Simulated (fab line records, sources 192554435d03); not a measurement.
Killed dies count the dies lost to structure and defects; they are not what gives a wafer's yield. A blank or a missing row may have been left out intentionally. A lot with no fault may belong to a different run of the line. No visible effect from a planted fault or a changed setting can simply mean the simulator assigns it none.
fab line records    flow n5_finfet
record: lots: 4  wafers: 10  last_day: 17
route steps=1938 shown SDB@362 DUMMY_REMOVAL@377 HKMG_FIN@385 GATE_CUT@469 BEOL_M4@1111 PASSIVATION@1936
lots that met no fault: taken from a fault-free run of the same line
start_h: the number of hours between the record's first day and the start of the first shown wafer of the lot    wait_h: time in hours since the lot's previous step    " the same as in the row above    L1.1+2: a single row standing in for several wafers    - no value present, or no start provided    * or withheld: withheld    < > ~ a bound
route shown NAME@n: NAME is a module with steps in the file, n the number in the route of the first one    usual: mean/standard deviation taken from wafers without a fault    same: alike in all rows    chamber/n: place in a boat    sites: per-site readings    _std_site: standard deviation across them    _edge_site: mean of outer sites minus mean of inner sites    radius_mm: how far each site lies from the wafer's centre    mask NAME#n: copy n    behind: the tool/chamber that last shaped the wafer    hold: reason for holding the lot/hours on hold/outcome of the hold    device: the n, p or np transistor that did not switch    end of line: tests run on the same wafers once the route is complete    a step with no rows: only its recipe    killed: not the wafer's yield, but the dies lost to structure and defects at the first sort    map: dies across one wafer; x = killed, . = not, _ = none there
set.NAME: setting as actually run; set.NAME@STEP: the setting as run at that earlier step    model.NAME: the simulator's own value behind a step, which no gauge read
lots seen at some steps along the route; tables by step, rows by wafer
services: from which hour (start_h, from the record's first day; less than 0 if before it) a tool's chamber was out of use, for how many hours, and why
== steps ==
step: N5_SDB_STRIP_19
recipe: chemistry: N2/H2  temp_c: 40  n2_flow_sccm: 200  h2_flow_sccm: 200  rf_frequency_hz: 6e+07
step: N5_SDB_STRIP_21
recipe: chemistry: CF4  resist: SiARC  power_w: 300  bias_power_w: 75  pressure_mtorr: 50  cf4_flow_sccm: 150  rf_frequency_hz: 6e+07
step: N5_SDB_HM_OPEN_20
recipe: chemistry: CH3F/O2  target: SiNx  mask_material: SOC  target_depth_a: 240  stop_on: poly-Si  over_etch_frac: 0.4  ion_energy_ev: 120  pressure_mtorr: 30  source_w: 395  bias_w: 73  Ar_flow_sccm: 150  CH3F_flow_sccm: 30  O2_flow_sccm: 20
step: N5_SDB_STRIP_22
recipe: chemistry: N2/H2  power_w: 1000  temp_c: 250  h2_frac: 0.65  overash_fraction: 0.3  pressure_mtorr: withheld  n2_flow_sccm: 1750  h2_flow_sccm: 3250
step: N5_SDB_PRECLEAN_23
recipe: chemistry: dHF  time_s: 30  temp_c: 25  dilution: withheld
step: N5_SDB_DUMMY_REMOVE_24
recipe: chemistry: TMAH  temp_c: 70  target: poly-Si  stop_on: SiO2  target_depth_nm: 142  conc_wt_pct: 5  time_s: 57  dry: ipa_marangoni  rinse_time_s: 30  rinse_temp_c: 23
step: N5_SDB_ETCH_25
recipe: chemistry: C4F6/O2  target: SiO2  target_depth_a: 100  time_s: 3.3  ion_energy_ev: 250  mask_material: SiNx  pressure_mtorr: 30  source_w: 345  bias_w: 185  Ar_flow_sccm: 300  C4F6_flow_sccm: 10  O2_flow_sccm: 10
step: N5_SDB_CUT_ETCH_26
recipe: chemistry: HBr/Cl2/O2  target: Si  target_depth_a: 1296  bt_time_s: 20  mask_material: SiNx  time_s: 51.8  ion_energy_ev: *  bias_w: *  pressure_mtorr: 10  icp_w: 800  HBr_flow_sccm: 150  Cl2_flow_sccm: 80  O2_flow_sccm: 12
step: N5_SDB_PRECLEAN_38
recipe: chemistry: dHF  time_s: 10  dilution: 750:1  temp_c: 25
step: N5_SDB_PRECLEAN_39
recipe: chemistry: O3/DIW  time_s: 45  temp_c: 22  o3_ppm: 10
step: N5_SDB_SRD_28
recipe: dry: ipa_marangoni  time_s: 30  temp_c: 23  rinse_liquid: diw
step: N5_SDB_ALD_29
recipe: material: SiNx  target_thk_a: 300  temp_c: 400  ald_precursor_family: SiH2I2  ald_co_reactant: N2/H2-plasma  pulse_time_s: 1  ald_cycles: 600  purge_time_s: 2  co_reactant_purge_time_s: 2  pressure_torr: 2
step: N5_SDB_CMP_30
recipe: stop_on: poly-Si  t_overpolish_s: 1.54  post_cmp_clean: alkaline_brush  down_force_psi: 4.1491  platen_rpm: 51.796  pad_velocity_m_s: 1.0306  target_thk_nm: 30
usual: motor_current_A: 12.2/1.7  overpolish_run_s: 1.541/0.0089  time_to_endpoint_s: 18.5/1.8
lot.wafer  tool    chamber  start_h  wait_h  motor_current_A  overpolish_run_s  time_to_endpoint_s  model.a-Si_of_DUMMY_GATE_CVD_03.thk_nm  model.SiNx_of_SDB_ALD_29.thk_nm
L866.4     cmp-01  1        71.57    1.5     9.8              1.544             18.9                66                                      29.8
L866.5     "       2        "        "       12.9             1.544             18.9                65                                      30
L866.6     "       3        "        "       10.4             1.562             18.4                65.4                                    30
L877.1     cmp-01  2        145.78   1.4     13.3             1.550             18.5                64.2                                    29.8
L877.2     "       1        "        "       10.5             1.554             20.7                65                                      29.8
L877.6     "       2        "        "       13.8             1.536             18.8                65.4                                    30
L886.3     cmp-01  3        188.44   1.4     10.7             1.531             14.9                65.2                                    29.8
L886.5     "       3        "        "       10.6             1.532             8.1                 62.4                                    26.8
L889.4     cmp-01  1        208.46   1.5     9.8              1.535             8.3                 61.2                                    27
L889.6     "       3        "        "       10.5             1.539             13.7                64.2                                    30.2
step: N5_SDB_THK_MEAS_31
recipe: reads: a-Si_of_DUMMY_GATE_CVD_03
usual: SDB_THK: 64.5/0.92
lot.wafer  tool           chamber  start_h  wait_h  SDB_THK[nm]
L866.4     film_metro-01  -        71.75    -       66.1
L866.5     "              -        "        "       64.9
L866.6     "              -        "        "       65.5
L877.1     film_metro-01  -        146.25   -       64.3
L877.2     "              -        "        "       65.0
L877.6     "              -        "        "       65.3
L886.3     film_metro-01  -        188.74   -       65.2
L886.5     "              -        "        "       62.3
L889.4     film_metro-01  -        208.68   -       61.1
L889.6     "              -        "        "       64.3
step: N5_DUMMY_REMOVAL_HM_STRIP_01
recipe: chemistry: CH3F/O2  material: SiNx  target_depth_a: 40  stop_on: poly-Si  time_s: 6.8  over_etch_frac: 0.3  ion_energy_ev: 60  power_w: 410  bias_w: 29  Ar_flow_sccm: 150  CH3F_flow_sccm: 30  O2_flow_sccm: 20
step: N5_DUMMY_REMOVAL_STRIP_10
recipe: chemistry: N2/H2  time_s: 40  power_w: 100  temp_c: 40  pressure_mtorr: 100  rf_frequency_hz: 6e+07  bias_power_w: 3  n2_flow_sccm: 300  h2_flow_sccm: 300
step: N5_DUMMY_REMOVAL_PRECLEAN_07
recipe: chemistry: dHF  time_s: 30  temp_c: 25  dilution: withheld
step: N5_DUMMY_REMOVAL_DUMMY_REMOVE_02
recipe: chemistry: TMAH  temp_c: 70  target: poly-Si  stop_on: SiO2  target_depth_nm: 142  conc_wt_pct: 5  time_s: 57  dry: ipa_marangoni  rinse_time_s: 30  rinse_temp_c: 23
step: N5_DUMMY_REMOVAL_PRECLEAN_08
recipe: chemistry: NF3:NH3  afs_cycles: 2  temp_c: 30  time_s: 20  sublimation_temp_c: 180  sublimation_time_s: 60  pressure_torr: 3  rf_power_w: 30
step: N5_DUMMY_REMOVAL_PRECLEAN_04
recipe: chemistry: DHF  time_s: 37  temp_c: 25  dilution: 500:1
step: N5_DUMMY_REMOVAL_SRD_05
recipe: dry: ipa_marangoni  do_ppb: 5  time_s: 30  temp_c: 23  rinse_liquid: diw
step: N5_HKMG_FIN_IL_REGROW_00
recipe: material: SiO2  target_thk_a: 7.5  chemistry: O3  temp_c: withheld  time_s: 30
step: N5_HKMG_FIN_HK_ALD_01
recipe: material: HfO2  target_thk_a: 16  temp_c: withheld  ald_precursor_family: HfCl4  ald_co_reactant: H2O  pulse_time_s: 3  purge_time_s: 3  co_reactant_purge_time_s: 2.5  co_reactant_pulse_time_s: 0.3  ald_cycles: 30
step: N5_HKMG_FIN_HK_ANNEAL_02
recipe: temp_c: 700  time_s: 30  ambient: N2  idle_temp_c: 600  ramp_up_c_per_s: 150  ramp_down_c_per_s: 60  cool_to_c: 600
step: N5_HKMG_FIN_ALD_74
recipe: material: La2O3  target_thk_a: 5  temp_c: 250  ald_precursor_family: La-Cp  ald_co_reactant: O3  pulse_time_s: 6  co_reactant_pulse_time_s: 1  purge_time_s: 3  co_reactant_purge_time_s: 3
step: N5_HKMG_FIN_ALD_75
recipe: material: Al2O3  target_thk_a: 10  temp_c: 150  ald_precursor_family: TMA  ald_co_reactant: H2O  pulse_time_s: withheld  co_reactant_pulse_time_s: 1
step: N5_HKMG_FIN_COAT_41
recipe: resist: SOC  temp_c: 250  time_s: 60  spin_rpm: 1500  resist_thk_nm: 300
step: N5_HKMG_FIN_COAT_42
recipe: resist: SiARC  temp_c: 220  time_s: 60  spin_rpm: 1500  resist_thk_nm: 35
step: N5_HKMG_FIN_COAT_43
recipe: resist: CAR-ArF  spin_rpm: 1500  resist_thk_nm: 90
step: N5_HKMG_FIN_EBR_45
recipe: solvent: PGMEA  ebr_width_mm: 1.5
step: N5_HKMG_FIN_SOFTBAKE_44
recipe: temp_c: 110  time_s: 60  resist: CAR-ArF
step: N5_HKMG_FIN_EXPOSE_46
recipe: mask_id: NDIPOLE  na: 1.35  source_shape: conventional  sigma_outer: 0.8  polarization: unpolarized  dose_mj: 40
step: N5_HKMG_FIN_PEB_47
recipe: peb_temp_c: withheld  peb_time_s: 60  resist: CAR-ArF
step: N5_HKMG_FIN_DEVELOP_48
recipe: develop_time_s: 30  developer: TMAH  resist: CAR-ArF  rinse_liquid: diw  dry: air_spin  dev_temp_c: 23
step: N5_HKMG_FIN_DESCUM_53
recipe: chemistry: O2  time_s: 7.9  source_power_w: 50  bias_power_w: 20  pressure_mtorr: 20  rf_frequency_hz: 2.712e+07  temp_c: 40  resist: CAR-ArF  o2_flow_sccm: 225
step: N5_HKMG_FIN_ETCH_54
recipe: chemistry: CF4  target: SiARC  target_depth_a: 455  mask_material: CAR-ArF  time_s: 75.8  ion_energy_ev: 80  pressure_mtorr: 40  source_w: 545  bias_w: 36  Ar_flow_sccm: 100  cf4_flow_sccm: 100  ends: cleared
step: N5_HKMG_FIN_ETCH_55
recipe: chemistry: N2/H2  target: SOC  target_depth_a: 2400  temp_c: 40  time_s: 300  ion_energy_ev: 200  mask_material: SiARC  pressure_mtorr: 30  source_w: 840  bias_w: 150  n2_flow_sccm: 200  h2_flow_sccm: 200
step: N5_GATE_CUT_ETCH_58
recipe: chemistry: CH3F/O2  target: SiNx  target_depth_a: 170  time_s: 128.6  ion_energy_ev: 50  pressure_mtorr: 30  source_w: 415  bias_w: 21  Ar_flow_sccm: 150  CH3F_flow_sccm: 30  O2_flow_sccm: 20
usual: drypump_motor_current_A: 5.6/0.41  oes_product_au: 0.79/0.085  rf_vpp_V: 99.2/0.91  showerhead_plenum_p_Torr: 2.02/0.063  throttle_valve_pct: 16.26/0.26
lot.wafer  tool         chamber  start_h  wait_h  drypump_motor_current_A  oes_product_au  rf_hours_counter_h  rf_vpp_V  showerhead_plenum_p_Torr  throttle_valve_pct  model.SiNx_of_SDB_ALD_29.thk_nm
L866.4     rie_diel-03  0        81.54    0.1     5.5                      0.84            66                  99.2      2.02                      16.10               24.4
L866.5     "            0        "        "       5.6                      0.84            -                   98.2      2.02                      16.11               24.6
L866.6     "            1        "        "       5.4                      0.85            -                   99.5      2.03                      16.14               24.6
L877.1     rie_diel-03  3        157.76   0.0     5.4                      0.71            188                 98.9      1.99                      16.36               24.4
L877.2     "            1        "        "       5.4                      0.81            100                 100.6     2.02                      16.18               24.4
L877.6     "            0        "        "       5.5                      0.82            -                   98.6      2.01                      16.14               24.6
L886.3     rie_diel-03  1        199.31   0.1     5.5                      0.80            111                 99.8      2.02                      16.21               24.4
L886.5     "            0        "        "       5.5                      0.80            -                   98.9      2.01                      16.16               22
L889.4     rie_diel-05  1        218.92   0.1     5.0                      0.70            -                   99.6      2.06                      16.26               22.2
L889.6     "            2        "        "       6.4                      0.68            -                   97.3      1.89                      16.63               24.8
step: N5_BEOL_M4_RC_MEAS_101
usual: DIBL_N: 36.4/1.5  DIBL_P: 36.6/1.9  IOFF_N: 0.155/0.021  IOFF_P: 0.211/0.028  ION_N: 671/8.6  ION_P: 462/5.8  SS_N: 71.5/0.5  SS_P: 73.4/0.58  VT_N: 250.1/2.4  VT_P: -250.1/3
lot.wafer  tool       chamber  start_h  wait_h  DIBL_N[mV/V]  DIBL_P[mV/V]  IOFF_N[nA/um]  IOFF_P[nA/um]  ION_N[uA/um]  ION_P[uA/um]  SS_N[mV/dec]  SS_P[mV/dec]  VT_N[mV]  VT_P[mV]
L866.4     prober-02  0        168.33   0.5     34.4          33.7          0.124          0.178          662           456           71.0          73.0          250.8     -250.5
L866.5     "          0        "        "       37.6          37.7          0.184          0.230          690           464           72.1          73.9          249.1     -249.0
L866.6     "          0        "        "       35.3          34.4          0.138          0.184          683           464           71.2          72.2          251.8     -250.1
L877.1     prober-02  0        236.97   0.0     35.7          34.6          0.131          0.167          664           459           71.4          73.1          253.5     -252.8
L877.2     "          0        "        "       38.2          37.7          0.178          0.220          679           461           72.4          74.3          251.5     -250.0
L877.6     "          0        "        "       37.7          38.0          0.165          0.213          689           466           72.0          73.8          251.8     -250.6
L886.3     prober-01  0        284.26   0.3     35.8          36.7          0.145          0.197          674           465           71.0          73.8          250.3     -251.3
L886.5     "          0        "        "       36.2          36.7          0.147          0.193          671           456           71.8          73.7          249.4     -248.3
L889.4     prober-02  0        308.72   0.5     36.8          37.3          0.155          0.173          675           458           70.9          73.6          248.2     -256.5
L889.6     "          0        "        "       37.7          38.3          0.170          0.188          680           454           70.7          74.0          247.1     -252.9
step: N5_PASSIVATION_PROBE_49
usual: defect_limited_yield: 91.5/1.4  killed_at_M0_to_M3: 33/10  killed_at_M4_up: 13/5  killed_at_contacts: 13/5.6  killed_at_front_end: 38/12  killed_at_other: 3.9/2.7  killed_dies: 100/16  killed_open: 66/13  killed_short: 32/7.2  sort_bin_5_function: 5.0/0.97  sort_bin_6_memory: 3.2/0.61  sort_n_pass: 1080/16  sort_yield_pct: 91.5/1.4
same: gross_dies: 1180  killed_at_back_side: 0  sort_bin_4_leakage[%]: 0  sort_bin_8_speed[%]: 0
lot.wafer  tool       chamber  start_h  wait_h  defect_limited_yield[%]  killed_at_M0_to_M3  killed_at_M4_up  killed_at_contacts  killed_at_front_end  killed_at_other  killed_dies  killed_open  killed_short  sort_bin_5_function[%]  sort_bin_6_memory[%]  sort_n_pass  sort_yield_pct[%]
L866.4     prober-02  -        273.26   0.2     93.8                     22                  10               10                  29                   2                73           54           19            3.2                     2.8                   1107         93.8
L866.5     prober-02  -        273.31   0.2     91.9                     30                  12               19                  32                   3                96           60           33            5.6                     2.4                   1084         91.9
L866.6     prober-02  -        273.36   0.3     93.0                     24                  11               17                  29                   2                83           57           24            4.2                     2.7                   1097         93.0
killed by level:class
L866.4 STI_FIN_REVEAL:geometric_particle:open=14 MOL_CONTACT_COAG:geometric_particle:open=8 BEOL_M2:geometric_particle:open=7 STI_FIN_REVEAL:geometric_particle:short=4 BEOL_M1:geometric_particle:open=4 BEOL_M0_SAQP:geometric_particle:open=3 FIN_SAQP:geometric_particle:open=2 MOL_CONTACT_COAG:geometric_particle:short=2
L866.5 MOL_CONTACT_COAG:geometric_particle:open=16 STI_FIN_REVEAL:geometric_particle:open=12 BEOL_M0_SAQP:geometric_particle:short=7 BEOL_M2:geometric_particle:open=6 BEOL_M5:geometric_particle:open=6 BEOL_M2:geometric_particle:short=5 STARTING-WAFER:geometric_particle:short=4 ILD0:geometric_particle:open=3
L866.6 MOL_CONTACT_COAG:geometric_particle:open=16 STI_FIN_REVEAL:geometric_particle:open=8 FIN_SAQP:geometric_particle:open=6 BEOL_M0_SAQP:geometric_particle:open=6 STI_FIN_REVEAL:geometric_particle:short=4 BEOL_M1:geometric_particle:open=4 BEOL_M4:geometric_particle:short=4 BEOL_M0_SAQP:geometric_particle:short=3
== services ==
tool         chamber  start_h  hours  kind
cmp-01       -        59.61    1.4    repair
rie_diel-03  1        71.18    4.8    repair
rie_diel-05  1        79.88    4.9    repair
cmp-01       -        113.35   4.6    pm
cmp-01       -        128.92   2.1    repair
rie_diel-03  -        130.92   0.7    repair
rie_diel-03  2        145.58   -      clean
rie_diel-03  2        145.58   -      consumable_replace:focus_ring
rie_diel-03  2        145.58   13.5   scheduled_down
rie_diel-03  2        145.58   13.5   vent_cycle
rie_diel-03  1        149.89   4.6    repair
cmp-01       -        153.57   2.0    repair
cmp-01       -        213.82   4.0    pm
rie_diel-05  0        215.24   3.8    repair
cmp-01       -        217.82   -      consumable_replace:conditioner
cmp-01       -        217.82   -      consumable_replace:pad
== key ==
first_sign: step: N5_SDB_CMP_30  reading: time_to_endpoint_s  direction: down  sigmas: 5.8  usual: *  struck: *
effect: step: N5_SDB_THK_MEAS_31  reading: SDB_THK  direction: down  sigmas: 3  usual: 64.5  struck: 61.7
model_effect: step: N5_SDB_CMP_30  value: a-Si_of_DUMMY_GATE_CVD_03.thk_nm  without: 65  struck: 61.8
model_effect: step: N5_GATE_CUT_ETCH_58  value: SiNx_of_SDB_ALD_29.thk_nm  without: 24.7  struck: 22.1
met_at N5_SDB_CMP_30
struck_wafers L886.5,L889.4
onset_between 145.78 188.44
fault: kind: process_parameter_drift  tool: cmp-01  chamber: -  onset_h: 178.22  steps: N5_SDB_CMP_30  channel: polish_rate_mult  offset: 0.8  shape: step  end_h: 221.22  scope: struck_wafers_only
